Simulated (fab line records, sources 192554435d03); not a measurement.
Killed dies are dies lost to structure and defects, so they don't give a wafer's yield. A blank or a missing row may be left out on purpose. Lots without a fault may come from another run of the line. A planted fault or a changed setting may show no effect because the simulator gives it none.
Split-lot experiment | flow n5_finfet | 7 lots, 39 wafers read, on a route of 1938 steps

THE SPLIT
At N5_BEOL_M3_TRENCH_ETCH_37 (etches SiOC in C4F6/O2, target depth 55.555 nm, time 29.2 s), the setting time_s was moved away from the recipe's 29.2 s on 18 of the 39 wafers read, by -17.4% to +43.1%. The other wafers ran this setting at the recipe's value.

FROM THE SPLIT TO THE READING: what the file shows between them, 2 steps
- N5_BEOL_M3_ETCH_41: etches SiCN in CH3F/O2, target depth 29.9 nm, time 52.5 s
- N5_BEOL_M3_STRIP_97: strips in N2/H2, time 10 s

THE READING
trench_depth_nm, in nm, at N5_BEOL_M3_OCD_MEAS_38. Fault-free wafers of this fab line usually give 55.4 nm, standard deviation 0.79 nm.

wafer  | tool, chamber at the split | time_s as run, s | against the recipe | trench_depth_nm, nm | against lot-mates on the recipe
L074.1 | rie_diel-03, 2             | 41.11            | +40.8%             | 77.7                | +21.9
L074.2 | rie_diel-03, 3             | 29.2             | recipe             | 56.5                | -
L074.3 | rie_diel-03, 1             | 41.11            | +40.8%             | 76.8                | +21.0
L074.4 | rie_diel-03, 0             | 29.2             | recipe             | 55.0                | -
L074.5 | rie_diel-03, 2             | 29.2             | recipe             | 56.0                | -
L074.6 | rie_diel-03, 1             | 41.11            | +40.8%             | 77.3                | +21.5
L086.3 | rie_diel-03, 3             | 29.2             | recipe             | 56.4                | -
L086.5 | rie_diel-03, 1             | 29.2             | recipe             | 54.0                | -
L086.6 | rie_diel-03, 0             | 29.2             | recipe             | 54.4                | -
L089.1 | rie_diel-03, 1             | 29.2             | recipe             | 54.4                | -
L089.2 | rie_diel-03, 2             | 24.11            | -17.4%             | 45.8                | -10.0
L089.3 | rie_diel-03, 3             | 29.2             | recipe             | 56.7                | -
L089.4 | rie_diel-03, 0             | 24.11            | -17.4%             | 44.7                | -11.1
L089.5 | rie_diel-03, 3             | 29.2             | recipe             | 56.3                | -
L089.6 | rie_diel-03, 2             | 24.11            | -17.4%             | 45.8                | -10.0
L090.1 | rie_diel-02, 3             | 41.46            | +42.0%             | 77.0                | +21.3
L090.2 | rie_diel-02, 1             | 29.2             | recipe             | 55.9                | -
L090.3 | rie_diel-02, 2             | 29.2             | recipe             | 55.9                | -
L090.4 | rie_diel-02, 0             | 41.46            | +42.0%             | 78.3                | +22.6
L090.5 | rie_diel-02, 2             | 29.2             | recipe             | 55.2                | -
L090.6 | rie_diel-02, 1             | 41.46            | +42.0%             | 79.5                | +23.8
L093.1 | rie_diel-02, 0             | 39.19            | +34.2%             | 74.4                | +18.7
L093.2 | rie_diel-02, 1             | 29.2             | recipe             | 55.7                | -
L093.3 | rie_diel-02, 2             | 39.19            | +34.2%             | 74.6                | +18.9
L093.4 | rie_diel-02, 2             | 39.19            | +34.2%             | 74.3                | +18.6
L093.5 | rie_diel-02, 0             | 29.2             | recipe             | 55.1                | -
L093.6 | rie_diel-02, 1             | 29.2             | recipe             | 56.2                | -
L092.1 | rie_diel-02, 1             | 33.93            | +16.2%             | 65.3                | +9.4
L092.2 | rie_diel-02, 0             | 33.93            | +16.2%             | 65.2                | +9.3
L092.3 | rie_diel-02, 2             | 29.2             | recipe             | 55.2                | -
L092.4 | rie_diel-02, 1             | 29.2             | recipe             | 56.3                | -
L092.5 | rie_diel-02, 0             | 29.2             | recipe             | 56.1                | -
L092.6 | rie_diel-02, 2             | 33.93            | +16.2%             | 64.3                | +8.4
L097.1 | rie_diel-02, 0             | 41.79            | +43.1%             | 78.5                | +22.9
L097.2 | rie_diel-02, 1             | 41.79            | +43.1%             | 80.4                | +24.8
L097.3 | rie_diel-02, 2             | 41.79            | +43.1%             | 80.3                | +24.7
L097.4 | rie_diel-02, 3             | 29.2             | recipe             | 56.0                | -
L097.5 | rie_diel-02, 0             | 29.2             | recipe             | 55.3                | -
L097.6 | rie_diel-02, 3             | 29.2             | recipe             | 55.6                | -

THE FIT
A straight line over all 39 wafers: trench_depth_nm changes by +0.549 nm for each +1% of time_s; r = +1.00; the points scatter about the line by 0.78 nm.
The same after taking each lot's own level away (the mean of its wafers on the recipe; 39 wafers): +0.548 nm for each +1%; r = +1.00; scatter 0.77 nm.
On that fit, the largest move of time_s shifts the reading by 24 nm.
The lots' own levels span 54.93 to 55.87 nm, that is 1.2 times the standard deviation above.
So the lot-to-lot level changes the slope little: the two slopes agree.
Check: with one of the wafers moved furthest among these (+43.1%) left out of the fit, the line predicts +23.6 nm for it against its lot-mates. It came out at +22.9 nm against them.

OTHER SPLITS ON THESE WAFERS
These wafers also went through other splits before the reading. Each is held against what the fit with the lots' levels taken away leaves over:
other split on the same wafers                 | wafers away from the commonest value | r with trench_depth_nm (lot level and that fit taken away)
N5_PMOS_HMC_CHANNEL_EPI_HM_DEP_34 target_thk_a | 12                                   | -0.12
N5_SD_EPI_N_ETCH_16 target_depth_a             | 15                                   | +0.04
N5_HKMG_FIN_ETCH_58 target_depth_a             | 12                                   | +0.20
N5_BEOL_M0_SAQP_SPACER1_ALD_98 ald_cycles      | 9                                    | -0.21
N5_BEOL_M2_ILD_DEP_00 time_s                   | 6                                    | +0.06

THE WHOLE CHAIN: every reading that the file lists as answering this split, in the file's order
step                      | what it does                                                | reading                                                                          | change (the file's fit)                | r (the file's)
N5_BEOL_M3_TRENCH_ETCH_37 | etches SiOC in C4F6/O2, target depth 55.555 nm, time 29.2 s | BEOL_M3.feature_depth_nm (the simulator's own value, which no gauge read)        | +0.547 nm for each +1% of the setting  | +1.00
N5_BEOL_M3_TRENCH_ETCH_37 | etches SiOC in C4F6/O2, target depth 55.555 nm, time 29.2 s | etch.depth_nm (the simulator's own value, which no gauge read)                   | +0.546 nm for each +1% of the setting  | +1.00
N5_BEOL_M3_TRENCH_ETCH_37 | etches SiOC in C4F6/O2, target depth 55.555 nm, time 29.2 s | TiN_of_BEOL_M3_HM_DEP_02.thk_nm (the simulator's own value, which no gauge read) | -0.0216 nm for each +1% of the setting | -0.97
N5_BEOL_M3_OCD_MEAS_38    |                                                             | trench_depth_nm                                                                  | +0.546 nm for each +1% of the setting  | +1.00

THE FILE'S OWN FIT
trench_depth_nm changes by +0.546 nm for each +1% of time_s, r = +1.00.
